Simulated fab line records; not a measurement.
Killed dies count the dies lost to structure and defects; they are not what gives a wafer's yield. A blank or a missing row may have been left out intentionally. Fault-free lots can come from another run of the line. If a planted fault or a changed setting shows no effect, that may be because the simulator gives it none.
fab line records    flow n5Finfet
record lots=3  wafers=9  lastDay=15
route steps=1938 shown BEOL_M1@751 BEOL_M4@1111 PASSIVATION@1936
lots with no fault: from the same line, run without faults
startH: start of the lot's first displayed wafer, in hours after the record's first day    waitH: how many hours have passed since the lot's step before this one    " identical to the entry in the row above    L1.1+2: a single row standing in for several wafers    - either no value or no given start    * or withheld: withheld    < > ~ a bound
route shown NAME@n: NAME is a module with steps in the file, n the number in the route of the first one    usual: mean/standard deviation taken from wafers without a fault    same: alike in all rows    chamber/n: place in a boat    sites: each site's reading    _std_site: standard deviation of those values    _edge_site: the outer-site mean with the inner-site mean subtracted    radiusMm: how far each site lies from the wafer's centre    mask NAME#n: copy n    behind: the most recent tool/chamber to have shaped the wafer    hold: what put the lot on hold/how long, in hours/how the hold closed    device: names the non-switching transistor (n, p or np)    end of line: the same wafers' tests at the end of the route    a step given without rows: its recipe and nothing more    killed: dies that structure and defects cost at the first sort, which is not the same as the wafer's yield    map: a wafer's dies, marking killed ones x, the rest . and places with no die _
set.NAME: the run value of the setting; set.NAME@STEP: its run value at that earlier step    model.NAME: the simulator's own value behind a step, which no gauge read
certain route steps with their lots: each step a table, each wafer a row
services: the hour from which a tool's chamber was out of use, counted from the record's first day as startH (under 0 if before that day), plus the number of hours and why
## steps
# step N5_BEOL_M1_ILD_DEP_00
# recipe material=SiOC  targetThkA=790  tempC=350  precursor=DEMS/O2  pressureTorr=5  rfW=500  timeS=15.3
# step N5_BEOL_M1_PECVD_72
# recipe material=SiO2  targetThkA=160  tempC=400  precursor=TEOS/O2  pressureTorr=5.5  rfW=450  teosFlowSccm=53.8  gas=O2  flowSccm=3000  timeS=18
# step N5_BEOL_M1_HM_DEP_02
# recipe material=TiN  targetThkA=200  tempC=25  chamberPressurePa=0.49996
# step N5_BEOL_M1_COAT_61
# recipe resist=SOC  tempC=250  timeS=60  spinRpm=1500  resistThkNm=60
# step N5_BEOL_M1_COAT_62
# recipe resist=SiARC  tempC=220  timeS=60  spinRpm=1500  resistThkNm=12
# step N5_BEOL_M1_COAT_73
# recipe resist=underlayer  tempC=205  timeS=60  spinRpm=1500  resistThkNm=5
# step N5_BEOL_M1_COAT_05
# recipe resist=CAR-EUV  spinRpm=1500  resistThkNm=30
# step N5_BEOL_M1_EBR_07
# recipe solvent=PGMEA  ebrWidthMm=1.5
# step N5_BEOL_M1_SOFTBAKE_06
# recipe tempC=110  timeS=60  resist=CAR-EUV
# step N5_BEOL_M1_EXPOSE_08
# recipe maskId=M1  na=0.33  sourceShape=dipole  sigmaInner=0.369  sigmaOuter=0.767  polarization=unpolarized  doseMj=33
# usual stageMsdNm=0.883/0.0064
# same sigmaInner=0.369
lot.wafer  tool           chamber  startH  waitH  mask  stageMsdNm
L728.3     euvScanner-02  0        160.67  -      M1#0  0.882
L728.4     "              0        "       "      M1#0  0.882
L728.6     "              0        "       "      M1#0  0.883
L733.2     euvScanner-02  0        191.18  -      M1#0  0.877
L733.3     "              0        "       "      M1#0  0.878
L733.6     "              0        "       "      M1#0  0.879
L738.1     euvScanner-01  0        221.20  -      M1#0  0.887
L738.4     "              0        "       "      M1#0  0.886
L738.6     "              0        "       "      M1#0  0.880
# step N5_BEOL_M1_PEB_09
# recipe pebTempC=100  pebTimeS=60  resist=CAR-EUV
# step N5_BEOL_M1_DEVELOP_10
# recipe developTimeS=30  developer=TMAH  resist=CAR-EUV  rinseLiquid=surfactantRinse  dry=airSpin  devTempC=23
# step N5_BEOL_M1_CD_MEAS_11
# recipe targetCdNm=17.05  landingEnergyEv=500  detector=seInlens  polarity=opening
# usual cdNm=17.11/0.23
lot.wafer  tool      chamber  startH  waitH  cdNm
L728.3     cdSem-02  0        160.79  -      17.43
L728.4     "         0        "       "      17.15
L728.6     "         0        "       "      17.26
L733.2     cdSem-03  0        191.30  -      17.29
L733.3     "         0        "       "      16.88
L733.6     "         0        "       "      16.21
L738.1     cdSem-03  0        221.32  -      17.10
L738.4     "         0        "       "      17.14
L738.6     "         0        "       "      16.92
# step N5_BEOL_M1_DESCUM_16
# recipe chemistry=O2  timeS=7  sourcePowerW=50  biasPowerW=20  pressureMtorr=20  rfFrequencyHz=2.712e+07  tempC=40  resist=CAR-EUV  o2FlowSccm=225
# step N5_BEOL_M1_ETCH_74
# recipe chemistry=N2/H2  target=underlayer  targetDepthA=65  maskMaterial=CAR-EUV  timeS=5.2  ionEnergyEv=200  pressureMtorr=30  sourceW=840  biasW=150  n2FlowSccm=200  h2FlowSccm=200  ends=cleared
# usual drypumpMotorCurrentA=5.9/0.43  etchRfOnTimeS=5.21/0.097  h2FlowSccm=200.0/0.58  oesProductAu=0.69/0.076  rfVppV=524.8/2.8  showerheadPlenumPTorr=2.57/0.097  throttleValvePct=17.86/0.28
lot.wafer  tool        chamber  startH  waitH  drypumpMotorCurrentA  etchRfOnTimeS  h2FlowSccm  oesProductAu  rfHoursCounterH  rfVppV  showerheadPlenumPTorr  throttleValvePct  model.BEOL_M1.cdOffsetNm
L728.3     rieDiel-03  3        161.23  0.0    5.4                   5.34           200.0       0.57          245              523.6   2.50                   18.17             0.2
L728.4     "           1        "       "      5.9                   5.27           200.2       0.63          158              527.1   2.66                   18.23             0
L728.6     "           1        "       "      6.0                   5.32           199.5       0.62          -                527.7   2.66                   18.22             0.2
L733.2     rieDiel-02  3        191.50  0.0    5.6                   5.08           200.4       0.81          13               529.5   2.71                   17.63             0.2
L733.3     "           0        "       "      6.0                   5.21           200.0       0.71          77               525.5   2.68                   17.51             0
L733.6     "           0        "       "      6.0                   5.24           200.4       0.70          -                527.9   2.68                   17.52             -0.6
L738.1     rieDiel-02  0        221.48  0.0    6.1                   5.18           198.9       0.71          83               526.1   2.68                   17.50             0
L738.4     "           1        "       "      6.3                   5.20           200.3       0.63          165              525.1   2.65                   17.55             0
L738.6     "           2        "       "      6.2                   5.24           199.5       0.62          -                518.9   2.42                   18.24             0.2
# step N5_BEOL_M1_ETCH_63
# recipe chemistry=CF4  target=SiARC  targetDepthA=156  maskMaterial=CAR-EUV  timeS=26  ionEnergyEv=80  pressureMtorr=40  sourceW=545  biasW=36  Ar_flow_sccm=100  cf4FlowSccm=100  ends=cleared
# step N5_BEOL_M1_ETCH_64
# recipe chemistry=N2/H2  target=SOC  targetDepthA=750  overetchA=150  maskMaterial=SiARC  tempC=40  timeS=112.5  ionEnergyEv=200  pressureMtorr=30  sourceW=840  biasW=150  n2FlowSccm=200  h2FlowSccm=200
# step N5_BEOL_M1_STRIP_65
# recipe chemistry=N2/H2  tempC=40  n2FlowSccm=200  h2FlowSccm=200  rfFrequencyHz=6e+07
# step N5_BEOL_M1_STRIP_75
# recipe chemistry=N2/H2  tempC=40  n2FlowSccm=200  h2FlowSccm=200  rfFrequencyHz=6e+07
# step N5_BEOL_M1_STRIP_66
# recipe chemistry=CF4  resist=SiARC  powerW=300  biasPowerW=75  pressureMtorr=50  cf4FlowSccm=150  rfFrequencyHz=6e+07
# step N5_BEOL_M1_HM_OPEN_17
# recipe chemistry=Cl2/BCl3  targetDepthA=200  overetchA=60  target=TiN  maskMaterial=SOC  ionEnergyEv=150  pressureMtorr=10  icpW=1000  biasW=126  Cl2_flow_sccm=53.25  bcl3FlowSccm=21.75  Ar_flow_sccm=25
# usual drypumpMotorCurrentA=5.4/0.37  oesProductAu=0.66/0.068  throttleValvePct=22.3/0.36
lot.wafer  tool         chamber  startH  waitH  drypumpMotorCurrentA  oesProductAu  rfHoursCounterH  throttleValvePct  model.BEOL_M1.cdOffsetNm
L728.3     rieMetal-02  1        161.47  0.1    5.2                   0.71          -                22.1              0
L728.4     "            0        "       "      5.5                   0.65          -                21.6              -0.2
L728.6     "            0        "       "      5.5                   0.65          -                21.6              0.2
L733.2     rieMetal-03  1        191.71  0.0    5.6                   0.77          13               22.3              0.4
L733.3     "            1        "       "      5.6                   0.78          -                22.3              -0.2
L733.6     "            0        "       "      4.9                   0.57          -                22.7              -0.6
L738.1     rieMetal-01  0        221.69  0.0    5.3                   0.61          67               22.0              -0.2
L738.4     "            0        "       "      5.3                   0.61          -                22.0              -0.4
L738.6     "            0        "       "      5.3                   0.61          -                22.0              0.2
# step N5_BEOL_M1_STRIP_19
# recipe chemistry=O2  powerW=400  tempC=40  pressureMtorr=30  rfFrequencyHz=6e+07  biasPowerW=0  overashFraction=0.2  o2FlowSccm=225
# step N5_BEOL_M1_CD_MEAS_18
# recipe pitchNm=36  targetCdNm=18
# usual cdNm=18.03/0.3
lot.wafer  tool      chamber  startH  waitH  cdNm
L728.3     cdSem-02  -        161.63  0.1    17.87
L728.4     "         -        "       "      17.84
L728.6     "         -        "       "      18.31
L733.2     cdSem-02  -        191.89  0.1    18.37
L733.3     "         -        "       "      17.77
L733.6     "         -        "       "      17.06
L738.1     cdSem-02  -        221.88  0.0    18.32
L738.4     "         -        "       "      17.54
L738.6     "         -        "       "      18.49
# step N5_BEOL_M1_COAT_67
# recipe resist=SOC  tempC=250  timeS=60  spinRpm=1500  resistThkNm=60
# step N5_BEOL_M1_COAT_68
# recipe resist=SiARC  tempC=220  timeS=60  spinRpm=1500  resistThkNm=12
# step N5_BEOL_M1_COAT_76
# recipe resist=underlayer  tempC=205  timeS=60  spinRpm=1500  resistThkNm=5
# step N5_BEOL_M1_COAT_22
# recipe resist=CAR-EUV  spinRpm=1500  resistThkNm=30
# step N5_BEOL_M1_EBR_24
# recipe solvent=PGMEA  ebrWidthMm=1.5
# step N5_BEOL_M1_SOFTBAKE_23
# recipe tempC=110  timeS=60  resist=CAR-EUV
# step N5_BEOL_M1_EXPOSE_25
# recipe maskId=V0  na=0.33  sourceShape=quasar  sigmaInner=0.2  sigmaOuter=0.8  polarization=unpolarized  defocusNm=5  targetCdNm=24  doseMj=63
# step N5_BEOL_M1_PEB_26
# recipe pebTempC=100  pebTimeS=60  resist=CAR-EUV
# step N5_BEOL_M1_DEVELOP_27
# recipe developTimeS=30  developer=TMAH  resist=CAR-EUV  rinseLiquid=surfactantRinse  dry=airSpin  devTempC=23
# step N5_BEOL_M1_DESCUM_33
# recipe chemistry=O2  timeS=7  sourcePowerW=50  biasPowerW=20  pressureMtorr=20  rfFrequencyHz=2.712e+07  tempC=40  resist=CAR-EUV  o2FlowSccm=225
# step N5_BEOL_M1_ETCH_77
# recipe chemistry=N2/H2  target=underlayer  targetDepthA=65  maskMaterial=CAR-EUV  timeS=5.2  ionEnergyEv=200  pressureMtorr=30  sourceW=840  biasW=150  n2FlowSccm=200  h2FlowSccm=200  ends=cleared
# step N5_BEOL_M4_RC_MEAS_101
# usual DIBL_N=36.3/1.2  DIBL_P=36.1/1.6  IOFF_N=0.161/0.023  IOFF_P=0.209/0.027  ION_N=676/8.9  ION_P=462/5.3  SS_N=71.5/0.51  SS_P=73.2/0.5  VT_N=249.1/2.5  VT_P=-249.9/2.8
lot.wafer  tool       chamber  startH  waitH  DIBL_N[mV/V]  DIBL_P[mV/V]  IOFF_N[nA/um]  IOFF_P[nA/um]  ION_N[uA/um]  ION_P[uA/um]  SS_N[mV/dec]  SS_P[mV/dec]  VT_N[mV]  VT_P[mV]
L728.3     prober-02  0        204.96  0.3    36.2          36.6          0.165          0.220          679           465           71.8          72.8          248.8     -249.8
L728.4     "          0        "       "      34.9          35.5          0.151          0.207          682           464           71.8          73.6          249.9     -249.1
L728.6     "          0        "       "      36.3          36.9          0.170          0.227          682           470           71.9          72.8          249.5     -247.8
L733.2     prober-02  0        228.30  0.2    35.5          37.0          0.155          0.201          675           460           71.5          73.6          248.6     -251.1
L733.3     "          0        "       "      36.1          37.0          0.159          0.206          684           462           72.2          73.3          250.3     -252.1
L738.1     prober-01  0        256.56  0.0    38.4          36.6          0.189          0.214          680           463           71.4          73.3          246.8     -251.5
L738.4     "          0        "       "      37.1          35.1          0.146          0.190          663           459           71.3          73.0          252.3     -252.8
L738.6     "          0        "       "      37.0          35.6          0.159          0.202          673           458           71.1          72.6          248.4     -249.5
# step N5_PASSIVATION_PROBE_49
# usual defectLimitedYield=91.3/1.5  killed_at_M0_to_M3=35/10  killed_at_M4_up=13/5.3  killedAtContacts=12/5.7  killedAtFrontEnd=39/11  killedAtOther=3.3/2.7  killedDies=102/18  killedOnRim=13/4  killedOpen=67/13  killedShort=34/7.8  sort_bin_5_function=5.1/1  sort_bin_6_memory=3.3/0.68  sortNPass=1078/18  sortYieldPct=91.3/1.5
# same grossDies=1180  killedAtBackSide=0  sort_bin_4_leakage[%]=0  sort_bin_8_speed[%]=0
lot.wafer  tool       chamber  startH  waitH  defectLimitedYield[%]  killed_at_M0_to_M3  killed_at_M4_up  killedAtContacts  killedAtFrontEnd  killedAtOther  killedDies  killedOnRim  killedOpen  killedShort  sort_bin_5_function[%]  sort_bin_6_memory[%]  sortNPass  sortYieldPct[%]
L728.3     prober-02  -        308.16  0.1    92.7                   45                  3                8                 24                6              86          10           53          30           4.0                     3.1                   1094       92.7
L728.4     prober-02  -        308.21  0.2    92.6                   38                  9                6                 32                2              87          9            47          35           4.6                     2.4                   1093       92.6
L728.6     prober-02  -        308.31  0.3    92.3                   41                  14               4                 28                4              91          15           54          37           4.8                     2.6                   1089       92.3
L733.6     prober-02  -        328.33  0.3    0.3                    1105                8                10                52                2              1177        152          74          35           70.8                    9.7                   3          0.3
L738.1     prober-02  -        358.48  0.0    90.8                   40                  11               12                41                5              109         10           72          37           5.3                     3.6                   1071       90.8
# killed by level:class
L728.3 BEOL_M0_SAQP:geometricParticle:short=10 BEOL_M0_SAQP:geometricParticle:open=10 BEOL_M1:geometricParticle:open=8 FIN_SAQP:geometricParticle:open=7 BEOL_M2:geometricParticle:open=7 MOL_CONTACT_COAG:geometricParticle:open=6 BEOL_M3:geometricParticle:open=5 GATE_CUT:geometricParticle:short=4
L728.4 GATE_CUT:geometricParticle:short=8 BEOL_M0_SAQP:geometricParticle:open=8 BEOL_M2:geometricParticle:open=8 BEOL_M0_SAQP:geometricParticle:short=6 BEOL_M3:geometricParticle:open=5 FIN_SAQP:geometricParticle:open=4 GATE_CUT:geometricParticle:open=4 MOL_CONTACT_COAG:geometricParticle:open=4
L728.6 BEOL_M2:geometricParticle:open=14 BEOL_M4:geometricParticle:open=8 BEOL_M0_SAQP:geometricParticle:short=8 FIN_SAQP:geometricParticle:short=6 GATE_CUT:geometricParticle:short=6 BEOL_M0_SAQP:geometricParticle:open=5 BEOL_M3:geometricParticle:short=5 STI_FIN_REVEAL:geometricParticle:open=4
L733.6 BEOL_M1:areaExpose=1068 BEOL_M3:geometricParticle:open=15 STI_FIN_REVEAL:geometricParticle:open=12 MOL_CONTACT_COAG:geometricParticle:open=9 FIN_SAQP:geometricParticle:short=8 BEOL_M0_SAQP:geometricParticle:short=8 FIN_SAQP:geometricParticle:open=7 GATE_CUT:geometricParticle:short=6
L738.1 MOL_CONTACT_COAG:geometricParticle:open=9 BEOL_M3:geometricParticle:open=9 BEOL_M2:geometricParticle:open=8 GATE_CUT:geometricParticle:open=7 BEOL_M0_SAQP:geometricParticle:short=7 GATE_CUT:geometricParticle:short=6 BEOL_M4:geometricParticle:open=6 FIN_SAQP:geometricParticle:open=5
# map L733.6 (x killed, . not)
_________________xxxxxxxxxxxx________________
______________xxxxxxxxxxxxxxxxxx_____________
___________xxxxxxxxxxxxxxxxxxxxxxxx__________
__________xxxxxxxxxxxxxxxxxxxxxxxxxx_________
________xxxxxxxxxxxxxxxxxxxxxxxxxxxxxx_______
_______xxxxxxxxxxxxxxxxxxxxxx.xxxxxxxxx______
______xxxxxxxxxxxxxxxxxxxxxxxxxxxxxxxxxx_____
_____xxxxxxxxxxxxxxxxxxxxxxxxxxxxxxxxxxxx____
____xxxxxxxxxxxxxxxxxxxxxxxxxxxxxxxxxxxxxx___
___xxxxxxxxxxxxxxxxxxxxxxxxxxxxxxxxxxxxxxxx__
___xxxxxxxxxxxxxxxxxxxxxxxx.xxxxxxxxxxxxxxx__
__xxxxxxxxxxxxxxxxxxxxxxxxxxxxxxxxxxxxxxxxxx_
__xxxxxxxxxxxxxxxxxxxxxxxxxxxxxxxxxxxxxxxxxx_
_xxxxxxxxxxxxxxxxxxxxxxxxxxxxxxxxxxxxxxxxxxxx
_xxxxxxxxxxxxxxxxxxxxxxxxxxxxxxxxxxxxxxxxxxxx
_xxxxxxxxxxxxxxxxxxxxxxxxxxxxxxxxxxxxxxxxxxxx
_xxxxxxxxxxxxxxxxxxxxxxxxxxxxxxxxxxxxxxxxxxxx
_xxxxxxxxxxxxxxxxxxxxxxxxxxxxxxxxxxxxxxxxxxxx
_xxxxxxxxxxxxxxxxxxxxxxxxxxxxxxxxxxxxxxxxxxxx
_xxxxxxxxxxxxxxxxxxxxxxxxxxxxxxxxxxxxxxxxxxxx
_xxxxxxxxxxxxxxxxxxxxxxxxxxxxxxxxxxxxxxxxxxxx
__xxxxxxxxxxxxxxxxxxxxxxxxxxxxxxxxxxxxxxxxxx_
__xxxxxxxxxxxxxxxxxxxxxxxxxxxxxxxxxxxxxxxxxx_
___xxxxxxxxxxxxxxxxxxxxxxxxxxxxxxxx.xxxxxxx__
___xxxxxxxxxxxxxxxxxxxxxxxxxxxxxxxxxxxxxxxx__
____xxxxxxxxxxxxxxxxxxxxxxxxxxxxxxxxxxxxxx___
_____xxxxxxxxxxxxxxxxxxxxxxxxxxxxxxxxxxxx____
______xxxxxxxxxxxxxxxxxxxxxxxxxxxxxxxxxx_____
_______xxxxxxxxxxxxxxxxxxxxxxxxxxxxxxxx______
________xxxxxxxxxxxxxxxxxxxxxxxxxxxxxx_______
__________xxxxxxxxxxxxxxxxxxxxxxxxxx_________
___________xxxxxxxxxxxxxxxxxxxxxxxx__________
______________xxxxxxxxxxxxxxxxxx_____________
_________________xxxxxxxxxxxx________________
# map L728.6 (x killed, . not)
_________________............________________
______________.......x.....x...._____________
___________........................__________
__________.........................._________
________.......x....x.x.x............._______
_______....x.............x.............______
______.x............x..x...x...x..x....._____
_____............x.x.....................____
____.......................x...x.x........___
___.....x........x.....x...................__
___........................x...............__
__....xx.x.......x....x........x............_
__....x..................x.................._
_x..................x........................
_..............................x.xx..........
_..x...x..x..............................xx..
_.................................x..x.......
_.x...........................x...x.....x....
_....x..................x........x...........
_....................................x......x
_.....x...xx............x....................
__..............x..................x....x..._
__...x.x....x..................x...x........_
___x.......................................__
___........................................__
____...x.x......................x...x.....___
_____...................x...........x.xx.____
______........x................x...x...._____
_______....x........x..................______
________...................x.........._______
__________xx....x...x.............x._________
___________x.....................xx__________
______________..x.............x._____________
_________________.......x.x..________________
## services
tool           chamber  startH  hours  kind
euvScanner-02  -        137.92  1.0    pm
euvScanner-01  -        138.93  1.0    pm
euvScanner-02  -        145.96  0.5    repair
rieDiel-02     3        153.75  1.5    repair
rieDiel-03     3        164.52  1.7    repair
rieMetal-03    -        166.18  2.2    repair
rieDiel-03     3        179.37  -      clean
rieDiel-03     3        179.37  -      consumableReplace:focusRing
rieDiel-03     3        179.37  16.3   scheduledDown
rieDiel-03     3        179.37  16.3   ventCycle
euvScanner-02  -        186.28  1.0    pm
euvScanner-01  -        189.81  1.0    pm
rieDiel-02     0        201.01  9.1    repair
euvScanner-02  -        206.29  1.0    repair
## key
firstSign step=N5_BEOL_M1_CD_MEAS_11  reading=cdNm  direction=down  sigmas=4  usual=17.11  struck=16.21
effect step=N5_BEOL_M1_CD_MEAS_18  reading=cdNm  direction=down  sigmas=3.3  usual=18.03  struck=17.06
effect step=N5_PASSIVATION_PROBE_49  reading=killed_at_M0_to_M3  direction=up  sigmas=99+  usual=35  struck=1105
modelEffect step=N5_BEOL_M1_ETCH_74  value=BEOL_M1.cdOffsetNm  without=0  struck=-0.6
modelEffect step=N5_BEOL_M1_HM_OPEN_17  value=BEOL_M1.cdOffsetNm  without=0  struck=-0.6
moreKillsBornAt N5_BEOL_M1_EXPOSE_08@euvScanner-02=1068
metAt N5_BEOL_M1_EXPOSE_08
struckWafers L733.6
laterRowsLeftOut L733.6
onsetBetween 160.67 191.18
fault kind=processParameterDrift  tool=euvScanner-02  chamber=-  onsetH=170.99  steps=N5_BEOL_M1_EXPOSE_08  channel=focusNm  offset=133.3  shape=step  endH=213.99  scope=struckWafersOnly
# laterRowsLeftOut: the simulator's readings of these wafers behind a module that went badly wrong aren't trusted and aren't shown, but for the sort
